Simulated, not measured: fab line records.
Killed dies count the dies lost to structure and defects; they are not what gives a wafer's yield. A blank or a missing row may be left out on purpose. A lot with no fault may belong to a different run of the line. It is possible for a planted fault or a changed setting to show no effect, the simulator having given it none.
Matching of chambers -- flow nand-harc -- NHARC_P_CONTACT_STRIP_28 on rie-diel-03: 4 sister chambers
The step strips in O2. 20 wafers are shown with their chamber, then 10 later ones without.

== WAFERS WITH THEIR CHAMBER ==
wafer,chamber,drypump-motor-current-A (A),showerhead-plenum-p-Torr (Torr),oes-product-au (a.u.)
L075.1,0,6.2,3.62,0.991
L075.2,2,5.1,3.44,1.000
L075.5,1,5.1,3.74,1.014
L076.1,0,6.1,3.62,1.013
L076.3,3,5.9,3.48,0.993
L076.6,3,5.9,3.48,0.996
L078.2,0,6.2,3.62,1.010
L078.4,2,5.1,3.44,0.995
L078.5,3,5.9,3.47,0.996
L081.1,3,5.9,3.47,0.997
L081.2,2,5.1,3.43,1.003
L081.3,1,5.1,3.73,1.019
L083.3,3,5.9,3.47,0.991
L083.5,1,5.1,3.73,1.010
L083.6,2,5.1,3.43,1.000
L086.1,3,5.9,3.47,0.981
L086.2,1,5.1,3.73,1.018
L086.6,0,6.2,3.62,1.013
L088.1,1,5.1,3.73,1.007
L088.2,0,6.1,3.61,1.005

SIGNATURES (means of the wafers above)
reading,chamber 0,chamber 1,chamber 2,chamber 3,scatter within a chamber
drypump-motor-current-A,6.160,5.100,5.100,5.900,0.0274
showerhead-plenum-p-Torr,3.6180,3.7320,3.4350,3.4733,0.00496
oes-product-au,1.00640,1.01360,0.99950,0.99233,0.00641
Rule: for a wafer and a chamber, the distance is found by dividing, reading by reading, the gap between the wafer's reading and the chamber's mean by the reading's scatter, squaring, summing and taking the root. If the next closest chamber is less than 2 further off than the closest, the wafer can't be placed; otherwise it belongs to the closest. The scatter: the root of (the sum of the squares of (reading less its chamber's mean) over the shown wafers, divided by (wafers less chambers)).

== WAFERS WHOSE CHAMBER IS MISSING ==
wafer,drypump-motor-current-A (A),showerhead-plenum-p-Torr (Torr),oes-product-au (a.u.)
L088.4,5.9,3.47,0.987
L094.1,5.1,3.73,1.011
L094.3,5.1,3.43,0.992
L094.5,5.9,3.47,0.974
L096.1,6.2,3.61,0.996
L096.4,5.9,3.47,0.989
L096.5,6.2,3.61,0.989
L097.2,6.2,3.61,0.991
L097.3,5.1,3.73,0.999
L097.6,5.9,3.47,0.983

== EACH ONE'S CHAMBER ==
wafer,from the rows above,in truth
L088.4,3,3
L094.1,1,1
L094.3,2,2
L094.5,3,3
L096.1,0,0
L096.4,3,3
L096.5,0,0
L097.2,0,0
L097.3,1,1
L097.6,3,3
Correctly placed: 10 of 10. From these rows, 0 cannot be placed. Placed wrongly: 0.
